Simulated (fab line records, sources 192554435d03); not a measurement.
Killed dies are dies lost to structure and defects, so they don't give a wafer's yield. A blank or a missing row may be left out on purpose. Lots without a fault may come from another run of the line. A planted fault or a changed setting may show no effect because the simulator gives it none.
Chamber matching | flow n5_finfet | N5_FIN_SAQP_HM_DEP_03 on pecvd-03: 3 sister chambers
The step deposits SiNx from SiH4/NH3/N2, target thk 38 nm, time 33.6 s. 3 wafers are shown with their chamber, then 8 later ones without.

WAFERS WITH THEIR CHAMBER
wafer  | chamber | showerhead_plenum_p_Torr (Torr)
L088.2 | 1       | 5.11
L092.4 | 2       | 5.14
L094.1 | 0       | 5.06

WAFERS WITHOUT THEIR CHAMBER
wafer  | showerhead_plenum_p_Torr (Torr)
L094.4 | 5.11
L094.6 | 5.05
L095.1 | 5.14
L095.3 | 5.12
L095.4 | 5.06
L096.2 | 5.12
L096.3 | 5.05
L096.4 | 5.09

WHICH CHAMBER EACH WENT THROUGH
wafer  | from the rows above     | in truth
L094.4 | 1                       | 1
L094.6 | 0                       | 0
L095.1 | 2                       | 2
L095.3 | can't be placed: 1 or 2 | 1
L095.4 | 0                       | 0
L096.2 | can't be placed: 1 or 2 | 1
L096.3 | 0                       | 0
L096.4 | can't be placed: 1 or 0 | 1
Placed correctly: 5 of 8. Can't be placed from these rows: 3 (the true chamber is among the candidates in 3). Placed wrongly: 0.
How it was worked out, from the rows above alone: a wafer's distance from a chamber is the root of the sum, over the readings, of the square of ((its reading less the chamber's mean) divided by the reading's scatter). The wafer belongs to the nearest chamber; if the next one is less than 2 further off, it can't be placed. A chamber's mean is the mean of its shown wafers. The scatter: with one shown wafer a chamber, the root of the mean of the squares of how far each hidden wafer lies from its nearest shown one.
